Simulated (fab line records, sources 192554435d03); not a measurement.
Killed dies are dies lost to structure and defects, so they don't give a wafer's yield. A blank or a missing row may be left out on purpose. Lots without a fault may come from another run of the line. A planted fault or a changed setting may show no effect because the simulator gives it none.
fab line records | flow n5_finfet
record lots=7 wafers=21
route steps=1938 shown BEOL_M13@1680 BEOL_M14@1742 BEOL_M15@1801 PASSIVATION@1921
start_h: hours from the record's first day to the start of the lot's first wafer shown | wait_h: hours since the lot's step before | " the same as in the row above | L1.1+2: a row that stands for several wafers | - no value, or no start given | * or withheld: withheld | < > ~ a bound
route shown NAME@n: a module of which the file shows steps, and the number in the route of the first | usual: mean/standard deviation of fault-free wafers | same: alike in all rows | chamber/n: place in a boat | sites: the reading at each site | _std_site: their standard deviation | _edge_site: outer sites' mean less inner sites' | radius_mm: how far each site lies from the wafer's centre | mask NAME#n: copy n | behind: the tool/chamber that last shaped the wafer | hold: why the lot was held/for how many hours/how that ended | device: the transistor (n, p or np) that didn't switch | end of line: the same wafers' tests at the end of the route | a step without rows: its recipe alone | killed: dies lost to structure and defects at the first sort, not the wafer's yield | map: a wafer's dies, x killed, . not, _ none there
set.NAME: the setting as run; set.NAME@STEP: as run at that earlier step | model.NAME: the simulator's own value behind a step, which no gauge read
lots whose settings were changed on purpose; a table a step, a row a wafer
## steps
# step N5_BEOL_M13_COAT_65
# recipe resist=SOC temp_c=250 time_s=60 spin_rpm=1500 resist_thk_nm=350
# columns lot.wafer tool chamber start_h wait_h set.spin_rpm model.SOC_of_BEOL_M13_COAT_65.thk_nm
L074.2 litho_track-02 0 277.54 0.0 1635 336.2
L074.3 " 0 " " 1500 350.2
L074.6 " 0 " " 1635 335.4
L075.2 litho_track-02 0 281.39 0.0 1500 351.4
L075.3 " 0 " " 1500 351.8
L075.6 " 0 " " 1500 350.8
L084.1 litho_track-04 0 340.65 0.0 1500 351.4
L084.5 " 0 " " 1500 351
L084.6 " 0 " " 1500 349.8
L087.3 litho_track-02 0 345.71 0.0 1500 349.4
L087.4 " 0 " " 1621 335.4
L087.6 " 0 " " 1500 349.8
L085.2 litho_track-05 0 349.30 0.0 1366 366.4
L085.4 " 0 " " 1366 367.8
L085.6 " 0 " " 1500 349.8
L090.2 litho_track-02 0 379.68 0.0 1606 338.6
L090.3 " 0 " " 1500 350.8
L090.5 " 0 " " 1500 350.6
L088.1 litho_track-02 0 380.35 0.0 1500 351.8
L088.3+4 " 0 " " 1334 372.8
# step N5_BEOL_M13_COAT_66
# recipe resist=SiARC temp_c=220 time_s=60 spin_rpm=1500 resist_thk_nm=110
# step N5_BEOL_M13_COAT_22
# recipe spin_rpm=2888 resist_thk_nm=300
# step N5_BEOL_M13_STRIP_37
# recipe chemistry=N2/H2 power_w=1000 temp_c=250 h2_frac=0.65 overash_fraction=0.3 pressure_mtorr=withheld n2_flow_sccm=1750 h2_flow_sccm=3250
# step N5_BEOL_M13_ETCH_38
# recipe chemistry=CF4/N2 target=SiCN target_depth_a=675 taper_deg=2 time_s=71.9 ion_energy_ev=150 mask_material=SiO2 pressure_mtorr=40 source_w=430 bias_w=70 Ar_flow_sccm=100 cf4_flow_sccm=60 n2_flow_sccm=60
# columns lot.wafer tool chamber start_h wait_h set.time_s@BEOL_M13_ILD_DEP_00 model.SiOC_of_BEOL_M13_ILD_DEP_00.thk_nm
L074.2 rie_diel-01 1 278.96 - 166.4 798
L074.3 " 0 " " 183.9 868.4
L074.6 " 3 " " 183.9 875.8
L075.2 rie_diel-01 1 284.48 - 166.4 788.4
L075.3 " 3 " " 166.4 784
L075.6 " 2 " " 166.4 799.8
L084.1 rie_diel-01 2 341.97 - 177 831
L084.5 " 2 " " 177 848.6
L084.6 " 3 " " 177 845.8
L085.2 rie_diel-01 3 351.93 - 166.4 778.6
L085.4 " 2 " " 166.4 782.4
L085.6 " 1 " " 166.4 799.8
L087.3 rie_diel-01 0 352.07 - 166.4 792.4
L087.4 " 1 " " 166.4 787.8
L087.6 " 3 " " 178.8 859.4
L090.2 rie_diel-02 2 384.74 - 166.4 788
L090.3 " 0 " " 143.1 657.2
L090.5 " 2 " " 143.1 697.6
L088.1 rie_diel-01 0 387.91 - 183.1 881.8
L088.3 " 2 " " 166.4 793.6
L088.4 " 3 " " 183.1 899.6
# step N5_BEOL_M14_EXPOSE_25
# recipe mask_id=M14 na=0.8 source_shape=annular sigma_inner=0.5 sigma_outer=0.8 polarization=unpolarized target_cd_nm=280 dose_mj=26.6
# columns lot.wafer tool chamber start_h wait_h mask set.dose_mj
L074.2+3+6 krf_scanner-01 0 282.75 - M14#0 26.6
L075.2+3+6 krf_scanner-01 0 287.95 - M14#0 26.6
L084.1+5 krf_scanner-02 0 345.65 - M14#0 26.6
L084.6 " 0 " " M14#0 27.61
L085.2+6 krf_scanner-02 0 355.79 - M14#0 27.99
L085.4 " 0 " " M14#0 26.6
L087.3+4 krf_scanner-01 0 356.24 - M14#0 26.6
L087.6 " 0 " " M14#0 25.62
L090.2+3 krf_scanner-02 0 388.60 - M14#0 26.6
L090.5 " 0 " " M14#0 24.65
L088.1+3+4 krf_scanner-02 0 391.41 - M14#0 26.6
# step N5_BEOL_M14_DEVELOP_27
# recipe develop_time_s=45 rinse_liquid=diw dry=air_spin dev_temp_c=21
# columns lot.wafer tool chamber start_h wait_h set.develop_time_s
L074.2+3+6 litho_track-03 0 - - 45
L075.2+3+6 litho_track-01 0 - - 45
L084.1+5+6 litho_track-03 0 - - 45
L085.2+4 litho_track-01 0 - - 45
L085.6 " 0 " " 42.17
L087.3 litho_track-01 0 - - 45
L087.4+6 " 0 " " 48.13
L090.2 litho_track-03 0 - - 45
L090.3+5 " 0 " " 36.8
L088.1 litho_track-01 0 - - 45
L088.3+4 " 0 " " 36.41
# step N5_BEOL_M14_HARDBAKE_32
# recipe temp_c=130 time_s=120
# step N5_BEOL_M14_CD_MEAS_28
# recipe target_cd_nm=284.4 landing_energy_ev=500 detector=se_inlens
# usual cd_nm=285.2/1.8
# columns lot.wafer tool chamber start_h wait_h set.dose_mj@BEOL_M14_EXPOSE_25 cd_nm
L074.2 cd_sem-03 0 282.92 - 26.6 282.6
L074.3 " 0 " " 26.6 283.7
L074.6 " 0 " " 26.6 284.1
L075.2 cd_sem-03 0 288.12 - 26.6 285.4
L075.3 " 0 " " 26.6 285.9
L075.6 " 0 " " 26.6 284.5
L084.1 cd_sem-01 0 345.82 - 26.6 281.5
L084.5 " 0 " " 26.6 283.6
L084.6 " 0 " " 27.61 286.7
L085.2 cd_sem-03 0 355.96 - 27.99 295.7
L085.4 " 0 " " 26.6 284.3
L085.6 " 0 " " 27.99 294.2
L087.3 cd_sem-02 0 356.40 - 26.6 287.4
L087.4 " 0 " " 26.6 284.8
L087.6 " 0 " " 25.62 280.0
L090.2 cd_sem-03 0 388.77 - 26.6 281.4
L090.3 " 0 " " 26.6 280.7
L090.5 " 0 " " 24.65 267.4
L088.1 cd_sem-03 0 391.58 - 26.6 287.7
L088.3 " 0 " " 26.6 287.3
L088.4 " 0 " " 26.6 286.1
# step N5_BEOL_M14_DESCUM_33
# recipe chemistry=O2 time_s=7.9 source_power_w=50 bias_power_w=20 pressure_mtorr=20 rf_frequency_hz=2.712e+07 temp_c=40 o2_flow_sccm=225
# columns lot.wafer tool chamber start_h wait_h set.dose_mj@BEOL_M14_EXPOSE_25 model.BEOL_M14.cd_nm
L074.2 rie_diel-04 3 283.01 0.0 26.6 282.4
L074.3 " 0 " " 26.6 283.6
L074.6 " 0 " " 26.6 284
L075.2 rie_diel-06 1 288.20 0.0 26.6 285.4
L075.3 " 3 " " 26.6 286.2
L075.6 " 3 " " 26.6 285
L084.1 rie_diel-03 2 345.91 0.0 26.6 281.8
L084.5 " 0 " " 26.6 283.2
L084.6 " 2 " " 27.61 286.8
L085.2 rie_diel-04 0 356.13 0.1 27.99 295.8
L085.4 " 1 " " 26.6 284.4
L085.6 " 2 " " 27.99 293.8
L087.3 rie_diel-03 2 356.49 0.0 26.6 287.2
L087.4 " 1 " " 26.6 285
L087.6 " 3 " " 25.62 280
L090.2 rie_diel-06 3 388.96 0.1 26.6 281.4
L090.3 " 1 " " 26.6 280.8
L090.5 " 3 " " 24.65 267.4
L088.1 rie_diel-06 3 391.67 0.0 26.6 288
L088.3 " 1 " " 26.6 286.6
L088.4 " 2 " " 26.6 285.8
# step N5_BEOL_M14_ETCH_67
# recipe chemistry=CF4 target=SiARC target_depth_a=1430 time_s=238.3 ion_energy_ev=80 pressure_mtorr=40 source_w=545 bias_w=36 Ar_flow_sccm=100 cf4_flow_sccm=100 ends=cleared
# step N5_BEOL_M14_ETCH_68
# recipe chemistry=N2/H2 target=SOC mask_material=SiARC source_w=3000 bias_w=350 temp_c=40 time_s=450 ion_energy_ev=200 pressure_mtorr=30 n2_flow_sccm=200 h2_flow_sccm=200
# columns lot.wafer tool chamber start_h wait_h set.dose_mj@BEOL_M14_EXPOSE_25 model.BEOL_M14.cd_nm
L074.2 rie_diel-04 3 283.19 0.1 26.6 279.6
L074.3 " 0 " " 26.6 279.4
L074.6 " 0 " " 26.6 280.6
L075.2 rie_diel-06 1 288.39 0.1 26.6 281
L075.3 " 3 " " 26.6 281.6
L075.6 " 3 " " 26.6 279.8
L084.1 rie_diel-03 2 346.09 0.1 26.6 278.4
L084.5 " 0 " " 26.6 278
L084.6 " 2 " " 27.61 283.8
L085.2 rie_diel-04 0 356.31 0.1 27.99 289.8
L085.4 " 1 " " 26.6 278.4
L085.6 " 2 " " 27.99 289.2
L087.3 rie_diel-03 2 356.67 0.1 26.6 284
L087.4 " 1 " " 26.6 281.2
L087.6 " 3 " " 25.62 274.8
L090.2 rie_diel-06 3 389.23 0.1 26.6 276.8
L090.3 " 1 " " 26.6 275.6
L090.5 " 3 " " 24.65 263
L088.1 rie_diel-06 3 391.85 0.1 26.6 283.6
L088.3 " 1 " " 26.6 283
L088.4 " 2 " " 26.6 282
# step N5_BEOL_M15_PEB_26
# recipe peb_temp_c=130 peb_time_s=90
# columns lot.wafer tool chamber start_h wait_h set.peb_time_s
L074.2 litho_track-03 0 288.81 0.0 90
L074.3+6 " 0 " " 74.84
L075.2+3+6 litho_track-02 0 296.29 0.0 90
L084.1+5+6 litho_track-03 0 355.06 0.1 90
L085.2+6 litho_track-04 0 361.20 0.0 72.98
L085.4 " 0 " " 90
L087.3+4 litho_track-03 0 361.74 0.0 107.8
L087.6 " 0 " " 90
L090.2+3 litho_track-03 0 398.56 0.0 90
L090.5 " 0 " " 81.87
L088.1 litho_track-03 0 401.43 0.1 95.62
L088.3+4 " 0 " " 90
# step N5_BEOL_M15_DEVELOP_27
# recipe develop_time_s=45 rinse_liquid=diw dry=air_spin dev_temp_c=21
# step N5_BEOL_M15_HARDBAKE_32
# recipe temp_c=130 time_s=120
# step N5_BEOL_M15_CD_MEAS_28
# recipe target_cd_nm=407.6 landing_energy_ev=500 detector=se_inlens
# usual cd_nm=407.6/2.5
# columns lot.wafer tool chamber start_h wait_h set.peb_time_s@BEOL_M15_PEB_26 cd_nm
L074.2 cd_sem-01 0 288.93 - 90 404.3
L074.3 " 0 " " 74.84 397.6
L074.6 " 0 " " 74.84 399.0
L075.2 cd_sem-02 0 296.41 - 90 407.5
L075.3 " 0 " " 90 408.2
L075.6 " 0 " " 90 410.6
L084.1 cd_sem-03 0 355.18 - 90 405.0
L084.5 " 0 " " 90 406.7
L084.6 " 0 " " 90 404.5
L085.2 cd_sem-03 0 361.31 - 72.98 400.8
L085.4 " 0 " " 90 408.8
L085.6 " 0 " " 72.98 401.6
L087.3 cd_sem-02 0 361.85 - 107.8 408.7
L087.4 " 0 " " 107.8 411.9
L087.6 " 0 " " 90 402.2
L090.2 cd_sem-01 0 398.67 - 90 406.5
L090.3 " 0 " " 90 405.1
L090.5 " 0 " " 81.87 401.9
L088.1 cd_sem-03 0 401.55 - 95.62 411.1
L088.3 " 0 " " 90 408.4
L088.4 " 0 " " 90 406.7
# step N5_BEOL_M15_DESCUM_33
# recipe chemistry=O2 time_s=7.9 source_power_w=50 bias_power_w=20 pressure_mtorr=20 rf_frequency_hz=2.712e+07 temp_c=40 o2_flow_sccm=225
# columns lot.wafer tool chamber start_h wait_h set.time_s set.peb_time_s@BEOL_M15_PEB_26 model.BEOL_M15.cd_nm
L074.2 rie_diel-02 3 289.01 0.0 7.9 90 404.2
L074.3 " 0 " " 7.9 74.84 397.8
L074.6 " 2 " " 7.9 74.84 399
L075.2+3 rie_diel-05 1,3 296.49 0.0 7.9 90 408
L075.6 " 3 " " 7.9 90 410.4
L084.1 rie_diel-01 0 355.29 0.0 7.9 90 405
L084.5 " 2 " " 7.9 90 407.2
L084.6 " 3 " " 7.9 90 404.8
L085.2 rie_diel-01 3 361.43 0.1 7.9 72.98 401
L085.4 " 1 " " 9.171 90 409.2
L085.6 " 1 " " 9.171 72.98 401.6
L087.3 rie_diel-01 1 361.96 0.1 7.9 107.8 408.8
L087.4 " 3 " " 7.9 107.8 412.2
L087.6 " 1 " " 7.9 90 402.8
L090.2 rie_diel-01 1 398.76 0.0 8.356 90 406.8
L090.3 " 0 " " 7.9 90 404.8
L090.5 " 1 " " 8.356 81.87 402
L088.1 rie_diel-01 1 401.70 0.1 9.091 95.62 411
L088.3 " 2 " " 9.091 90 408.8
L088.4 " 3 " " 7.9 90 406.8
# step N5_BEOL_M15_ETCH_61
# recipe chemistry=N2/H2 target=BARC target_depth_a=890 overetch_a=267 time_s=67.9 ion_energy_ev=200 pressure_mtorr=30 source_w=840 bias_w=150 n2_flow_sccm=200 h2_flow_sccm=200
# columns lot.wafer tool chamber start_h wait_h set.peb_time_s@BEOL_M15_PEB_26 model.BEOL_M15.cd_nm
L074.2 rie_diel-02 3 289.05 0.0 90 395.8
L074.3 " 0 " " 74.84 389.6
L074.6 " 2 " " 74.84 390.8
L075.2 rie_diel-05 1 296.53 0.0 90 401.2
L075.3 " 3 " " 90 401
L075.6 " 3 " " 90 403.8
L084.1 rie_diel-01 0 355.32 0.0 90 396.4
L084.5 " 2 " " 90 399
L084.6 " 3 " " 90 397.6
L085.2 rie_diel-01 3 361.46 0.0 72.98 393
L085.4 " 1 " " 90 400.6
L085.6 " 1 " " 72.98 394
L087.3 rie_diel-01 1 362.00 0.0 107.8 400.4
L087.4 " 3 " " 107.8 404.2
L087.6 " 1 " " 90 393.8
L090.2 rie_diel-01 1 398.79 0.0 90 398.8
L090.3 " 0 " " 90 396.6
L090.5 " 1 " " 81.87 394
L088.1 rie_diel-01 1 401.73 0.0 95.62 402.8
L088.3 " 2 " " 90 401.2
L088.4 " 3 " " 90 400.2
# step N5_PASSIVATION_EXPOSE_41
# recipe mask_id=PASS_OPEN na=0.55 defocus_nm=0 source_shape=conventional sigma_outer=0.8 polarization=unpolarized target_cd_nm=40000 dose_mj=57.25
# columns lot.wafer tool chamber start_h wait_h mask set.dose_mj
L074.2+3+6 krf_scanner-02 0 306.86 - PASS_OPEN#0 57.25
L075.2+3+6 krf_scanner-02 0 314.74 - PASS_OPEN#0 57.25
L084.1 krf_scanner-01 0 369.23 - PASS_OPEN#0 59.63
L084.5+6 " 0 " " PASS_OPEN#0 57.25
L085.2 krf_scanner-02 0 374.23 - PASS_OPEN#0 57.25
L085.4+6 " 0 " " PASS_OPEN#0 58.84
L087.3+6 krf_scanner-01 0 378.65 - PASS_OPEN#0 60.48
L087.4 " 0 " " PASS_OPEN#0 57.25
L090.2+3 krf_scanner-02 0 413.33 - PASS_OPEN#0 59.45
L090.5 " 0 " " PASS_OPEN#0 57.25
L088.1+3 krf_scanner-01 0 415.36 - PASS_OPEN#0 57.25
L088.4 " 0 " " PASS_OPEN#0 55.6
# step N5_PASSIVATION_PEB_42
# recipe peb_temp_c=withheld peb_time_s=*
# columns lot.wafer tool chamber start_h wait_h set.peb_time_s
L074.2+6 litho_track-05 0 306.92 0.0 *
L074.3 " 0 " " *
L075.2+3+6 litho_track-05 0 314.79 0.0 *
L084.1+5+6 litho_track-05 0 369.29 0.1 *
L085.2+4 litho_track-03 0 374.29 0.1 *
L085.6 " 0 " " *
L087.3 litho_track-05 0 378.70 0.0 *
L087.4+6 " 0 " " *
L090.2 litho_track-01 0 413.39 0.0 *
L090.3+5 " 0 " " *
L088.1+3+4 litho_track-03 0 415.42 0.1 *
# step N5_PASSIVATION_DEVELOP_43
# recipe develop_time_s=60 rinse_liquid=diw dry=air_spin dev_temp_c=21
# step N5_PASSIVATION_HARDBAKE_45
# recipe temp_c=130 time_s=120
# step N5_PASSIVATION_CD_MEAS_44
# recipe target_cd_nm=40000 landing_energy_ev=500 detector=se_inlens
# usual cd_nm=40000/4.7
# columns lot.wafer tool chamber start_h wait_h set.dose_mj@PASSIVATION_EXPOSE_41 cd_nm
L074.2 cd_sem-03 0 307.04 - 57.25 40007
L074.3 " 0 " " 57.25 40007
L074.6 " 0 " " 57.25 40009
L075.2 cd_sem-02 0 314.91 - 57.25 39994
L075.3 " 0 " " 57.25 40003
L075.6 " 0 " " 57.25 40002
L084.1 cd_sem-03 0 369.41 - 59.63 40016
L084.5 " 0 " " 57.25 40001
L084.6 " 0 " " 57.25 40001
L085.2 cd_sem-02 0 374.41 - 57.25 39997
L085.4 " 0 " " 58.84 40006
L085.6 " 0 " " 58.84 40017
L087.3 cd_sem-02 0 378.82 - 60.48 40023
L087.4 " 0 " " 57.25 40004
L087.6 " 0 " " 60.48 40022
L090.2 cd_sem-03 0 413.51 - 59.45 40013
L090.3 " 0 " " 59.45 40011
L090.5 " 0 " " 57.25 40000
L088.1 cd_sem-02 0 415.54 - 57.25 40001
L088.3 " 0 " " 57.25 39995
L088.4 " 0 " " 55.6 39990
## key
split step=N5_BEOL_M13_COAT_65 setting=spin_rpm stated=1500 by=wafer
response step=N5_BEOL_M13_COAT_65 reading=model.SOC_of_BEOL_M13_COAT_65.thk_nm change=-1.8 per=1% r=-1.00
split step=N5_BEOL_M14_EXPOSE_25 setting=dose_mj stated=26.6 by=wafer
response step=N5_BEOL_M14_CD_MEAS_28 reading=cd_nm change=+1.79 per=1% r=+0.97
response step=N5_BEOL_M14_DESCUM_33 reading=model.BEOL_M14.cd_nm change=+1.78 per=1% r=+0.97
response step=N5_BEOL_M14_ETCH_68 reading=model.BEOL_M14.cd_nm change=+1.88 per=1% r=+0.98
split step=N5_BEOL_M14_DEVELOP_27 setting=develop_time_s stated=45 by=wafer
response none clear
split step=N5_BEOL_M15_PEB_26 setting=peb_time_s stated=90 by=wafer
response step=N5_BEOL_M15_CD_MEAS_28 reading=cd_nm change=+0.402 per=1% r=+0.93
response step=N5_BEOL_M15_DESCUM_33 reading=model.BEOL_M15.cd_nm change=+0.393 per=1% r=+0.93
response step=N5_BEOL_M15_ETCH_61 reading=model.BEOL_M15.cd_nm change=+0.384 per=1% r=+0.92
split step=N5_BEOL_M15_DESCUM_33 setting=time_s stated=7.9 by=wafer
response none clear
split step=N5_PASSIVATION_EXPOSE_41 setting=dose_mj stated=57.25 by=wafer
response step=N5_PASSIVATION_CD_MEAS_44 reading=cd_nm change=+3.52 per=1% r=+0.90
split step=N5_PASSIVATION_PEB_42 setting=peb_time_s stated=* by=wafer
response none clear
split outside_this_file step=N5_BEOL_M13_ILD_DEP_00 setting=time_s
# split outside_this_file: this setting was split too, and the file shows its column; the key of that split is in another file
